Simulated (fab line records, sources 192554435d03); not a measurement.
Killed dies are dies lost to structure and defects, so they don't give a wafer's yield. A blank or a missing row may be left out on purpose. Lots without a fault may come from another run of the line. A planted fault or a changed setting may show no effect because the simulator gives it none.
Chamber matching | flow n5_finfet | N5_SDB_ETCH_18 on rie_diel-01: 4 sister chambers
The step etches SOC in N2/H2, target depth 100 nm, overetch 20 nm, time 150 s. 14 wafers are shown with their chamber, then 7 later ones without.

WAFERS WITH THEIR CHAMBER
wafer  | chamber | showerhead_plenum_p_Torr (Torr) | throttle_valve_pct (%) | oes_product_au (a.u.)
L075.2 | 2       | 2.52                            | 17.9                   | 0.61
L075.5 | 0       | 2.42                            | 17.7                   | 0.68
L075.6 | 3       | 2.64                            | 17.7                   | 0.65
L078.1 | 2       | 2.52                            | 17.9                   | 0.61
L078.2 | 0       | 2.42                            | 17.7                   | 0.66
L078.3 | 1       | 2.59                            | 17.1                   | 0.79
L079.2 | 3       | 2.64                            | 17.7                   | 0.65
L079.4 | 1       | 2.59                            | 17.2                   | 0.79
L079.6 | 1       | 2.59                            | 17.2                   | 0.79
L081.1 | 1       | 2.58                            | 17.2                   | 0.78
L081.4 | 2       | 2.52                            | 18.0                   | 0.60
L081.5 | 2       | 2.52                            | 17.9                   | 0.60
L084.1 | 3       | 2.63                            | 17.7                   | 0.64
L084.2 | 2       | 2.51                            | 18.0                   | 0.59

SIGNATURES (means of the wafers above)
reading                  | chamber 0 | chamber 1 | chamber 2 | chamber 3 | scatter within a chamber
showerhead_plenum_p_Torr | 2.4200    | 2.5875    | 2.5180    | 2.6367    | 0.00471
throttle_valve_pct       | 17.700    | 17.175    | 17.940    | 17.700    | 0.0442
oes_product_au           | 0.6700    | 0.7875    | 0.6020    | 0.6467    | 0.00788
Rule: a wafer's distance from a chamber is the root of the sum, over the readings, of the square of ((its reading less the chamber's mean) divided by the reading's scatter). The wafer belongs to the nearest chamber; if the next one is less than 2 further off, it can't be placed. The scatter: the root of (the sum of the squares of (reading less its chamber's mean) over the shown wafers, divided by (wafers less chambers)).

WAFERS WITHOUT THEIR CHAMBER
wafer  | showerhead_plenum_p_Torr (Torr) | throttle_valve_pct (%) | oes_product_au (a.u.)
L084.5 | 2.41                            | 17.7                   | 0.66
L088.1 | 2.58                            | 17.2                   | 0.76
L088.4 | 2.41                            | 17.7                   | 0.65
L088.5 | 2.63                            | 17.8                   | 0.63
L097.1 | 2.62                            | 17.8                   | 0.63
L097.2 | 2.51                            | 17.6                   | 0.82
L097.3 | 2.40                            | 17.7                   | 0.63

WHICH CHAMBER EACH WENT THROUGH
wafer  | from the rows above | in truth
L084.5 | 0                   | 0
L088.1 | 1                   | 1
L088.4 | 0                   | 0
L088.5 | 3                   | 3
L097.1 | 3                   | 3
L097.2 | 1                   | 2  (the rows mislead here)
L097.3 | 0                   | 0
Placed correctly: 6 of 7. Can't be placed from these rows: 0. Placed wrongly: 1.
